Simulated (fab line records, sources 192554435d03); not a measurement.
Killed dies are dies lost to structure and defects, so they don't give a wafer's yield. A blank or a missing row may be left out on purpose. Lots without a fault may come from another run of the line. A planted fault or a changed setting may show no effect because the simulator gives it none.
Chamber matching | flow n5_finfet | N5_DUMMY_GATE_ETCH_31 on rie_diel-06: 4 sister chambers
The step etches SiO2 in C4F6/O2, target depth 82.5 nm, time 27.5 s. 20 wafers are shown with their chamber, then 10 later ones without.

WAFERS WITH THEIR CHAMBER
wafer  | chamber | showerhead_plenum_p_Torr (Torr) | drypump_motor_current_A (A) | throttle_valve_pct (%)
L075.4 | 0       | 2.85                            | 5.4                         | 21.36
L075.5 | 1       | 2.71                            | 5.7                         | 21.30
L075.6 | 0       | 2.85                            | 5.4                         | 21.36
L077.4 | 1       | 2.71                            | 5.7                         | 21.33
L077.5 | 1       | 2.71                            | 5.7                         | 21.32
L077.6 | 0       | 2.85                            | 5.4                         | 21.37
L084.2 | 1       | 2.70                            | 5.7                         | 21.32
L084.3 | 2       | 2.88                            | 5.8                         | 21.22
L084.4 | 0       | 2.84                            | 5.4                         | 21.40
L086.4 | 3       | 2.81                            | 5.1                         | 21.43
L086.5 | 3       | 2.81                            | 5.1                         | 21.43
L086.6 | 2       | 2.88                            | 5.8                         | 21.23
L087.2 | 1       | 2.70                            | 5.8                         | 21.34
L087.4 | 1       | 2.70                            | 5.7                         | 21.33
L087.5 | 2       | 2.88                            | 5.8                         | 21.22
L088.2 | 1       | 2.70                            | 5.8                         | 21.34
L088.3 | 2       | 2.88                            | 5.8                         | 21.22
L088.5 | 1       | 2.70                            | 5.7                         | 21.33
L091.1 | 3       | 2.80                            | 5.2                         | 21.44
L091.3 | 0       | 2.84                            | 5.4                         | 21.39

SIGNATURES (means of the wafers above)
reading                  | chamber 0 | chamber 1 | chamber 2 | chamber 3 | scatter within a chamber
showerhead_plenum_p_Torr | 2.8460    | 2.7038    | 2.8800    | 2.8067    | 0.00484
drypump_motor_current_A  | 5.400     | 5.725     | 5.800     | 5.133     | 0.0368
throttle_valve_pct       | 21.3760   | 21.3262   | 21.2225   | 21.4333   | 0.0129
Rule: a wafer's distance from a chamber is the root of the sum, over the readings, of the square of ((its reading less the chamber's mean) divided by the reading's scatter). The wafer belongs to the nearest chamber; if the next one is less than 2 further off, it can't be placed. The scatter: the root of (the sum of the squares of (reading less its chamber's mean) over the shown wafers, divided by (wafers less chambers)).

WAFERS WITHOUT THEIR CHAMBER
wafer  | showerhead_plenum_p_Torr (Torr) | drypump_motor_current_A (A) | throttle_valve_pct (%)
L091.6 | 2.80                            | 5.1                         | 21.45
L093.1 | 2.88                            | 5.8                         | 21.23
L093.3 | 2.80                            | 5.2                         | 21.46
L093.6 | 2.83                            | 5.4                         | 21.40
L094.1 | 2.83                            | 5.4                         | 21.42
L094.2 | 2.80                            | 5.2                         | 21.46
L094.3 | 2.87                            | 5.8                         | 21.26
L097.1 | 2.83                            | 5.4                         | 21.44
L097.3 | 3.04                            | 5.8                         | 20.99
L097.6 | 2.87                            | 5.8                         | 21.27

WHICH CHAMBER EACH WENT THROUGH
wafer  | from the rows above | in truth
L091.6 | 3                   | 3
L093.1 | 2                   | 2
L093.3 | 3                   | 3
L093.6 | 0                   | 0
L094.1 | 0                   | 0
L094.2 | 3                   | 3
L094.3 | 2                   | 2
L097.1 | 0                   | 0
L097.3 | 2                   | 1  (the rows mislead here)
L097.6 | 2                   | 2
Placed correctly: 9 of 10. Can't be placed from these rows: 0. Placed wrongly: 1.
